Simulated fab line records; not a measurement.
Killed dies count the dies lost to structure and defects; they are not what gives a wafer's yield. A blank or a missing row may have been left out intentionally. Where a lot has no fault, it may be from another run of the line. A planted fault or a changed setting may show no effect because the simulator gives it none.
Matching of chambers ; flow n5_finfet ; N5_BEOL_M5_ETCH_72 on rie_diel-06: 4 sister chambers
The step etches underlayer in N2/H2, target depth 6.5 nm, time 5.2 s. 8 wafers are shown with their chamber, then 8 later ones without.

WAFERS WITH THEIR CHAMBER
wafer;chamber;drypump_motor_current_A (A);showerhead_plenum_p_Torr (Torr)
L084.3;3;5.2;2.40
L084.5;2;6.8;2.45
L084.6;1;5.7;2.61
L085.2;3;5.2;2.40
L089.2;0;5.7;2.62
L089.5;0;5.7;2.62
L089.6;1;5.7;2.60
L091.1;2;6.7;2.44

WAFERS WITH NO CHAMBER GIVEN
wafer;drypump_motor_current_A (A);showerhead_plenum_p_Torr (Torr)
L091.3;5.2;2.39
L091.6;5.2;2.39
L094.2;5.2;2.39
L094.3;6.7;2.44
L094.4;5.7;2.60
L093.1;5.7;2.61
L093.4;6.8;2.44
L093.5;5.7;2.61

CHAMBER TAKEN BY EACH
wafer;from the rows above;in truth
L091.3;3;3
L091.6;3;3
L094.2;3;3
L094.3;2;2
L094.4;1;1
L093.1;can't be placed: 1 or 0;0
L093.4;2;2
L093.5;can't be placed: 1 or 0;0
Placed correctly: 6 of 8. Can't be placed from these rows: 2 (the true chamber is among the candidates in 2). Placed wrongly: 0.
How it was worked out, from the rows above alone: a wafer's distance from a chamber is the root of the sum, over the readings, of the square of ((its reading less the chamber's mean) divided by the reading's scatter). The wafer belongs to the nearest chamber; if the next one is less than 2 further off, it can't be placed. Each chamber's mean is taken over the wafers shown for it. The scatter is the square root of a quotient: the sum, over the shown wafers, of each reading's squared deviation from its chamber's mean, divided by wafers minus chambers.
